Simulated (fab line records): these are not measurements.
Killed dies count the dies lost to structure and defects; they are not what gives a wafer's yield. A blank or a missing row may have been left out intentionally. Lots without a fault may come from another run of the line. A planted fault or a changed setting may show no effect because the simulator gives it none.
A struck lot beside a sound one + flow nand_harc + 13 out of 1302 route steps
Sound: wafers L272.2, L272.4, L272.6. Struck: wafers L268.1, L268.2, L268.4. The cause is named last.
For every step that has rows: the tool of each side, followed by ch and its chambers, followed by its first start. Under that, the readings that differ: sound wafers + struck wafers + difference of the means + sigmas: that difference in standard deviations of wafers without a fault.
alike: words and numbers the same on both sides, and readings whose means are apart by under 2 such deviations; not compared: readings that were withheld, readings missing a value for some wafer, numbers with overlapping values and no deviation given by the record, and bounds like >300 which may hide the same value.
The two part at a step that has a row with sigmas, a row that says differs or no value, or rows on one side only. Numbers that have no deviation but don't overlap get no sigmas and don't part them. Lack of a reading on every wafer of one side parts them only where that side has two or more wafers.

NHARC_A_M0_INSPECT_27:
  sound on defect_inspect-01, day 30 12:41; struck on defect_inspect-01, day 29 05:22
  alike: raw_defect_count
NHARC_A_M0_PRE_CLEAN_31: time 12 s.
  sound on pecvd-03 ch 0,1, day 30 12:47; struck on pecvd-03 ch 0,1, day 29 05:45
  alike: heater_power_w, rf_fwd_power_W
NHARC_A_M0_DEP_32: deposits SiCN, target thk 30 nm.
  sound on pecvd-03 ch 0,1, day 30 12:55; struck on pecvd-03 ch 0,1, day 29 05:50
  alike: heater_power_w, rf_fwd_power_W
then, 8 steps without rows for these wafers: NHARC_A_M1_DEP_00 (deposits SiOC, target thk 182.5 nm); NHARC_A_M1_DEHYDRATE_01 (time 120 s); NHARC_A_M1_HMDS_02 (time 30 s); NHARC_A_M1_COAT_34 (time 65 s); NHARC_A_M1_COAT_03 (resist thk 90 nm); NHARC_A_M1_SOFTBAKE_04 (time 55 s); NHARC_A_M1_EBR_05; NHARC_A_M1_EXPOSE_06 (exposes mask A M1, target cd 120 nm).
NHARC_A_M1_PEB_07: peb time 65 s.
  sound on litho_track-01 ch 0, day 30 13:58; struck on litho_track-01, day 29 06:53
  no value came back on the struck wafers for chill_plate_temp_C (C), exhaust_pa (Pa); on the sound wafers chill_plate_temp_C (C) reads 22.96 22.97 22.77
then, 1 step without rows for these wafers: NHARC_A_M1_DEVELOP_08 (develop time 35 s).

WHERE THEY PART
At NHARC_A_M1_PEB_07 and nowhere else, as far as this record goes.

WHY: what the simulator had put in
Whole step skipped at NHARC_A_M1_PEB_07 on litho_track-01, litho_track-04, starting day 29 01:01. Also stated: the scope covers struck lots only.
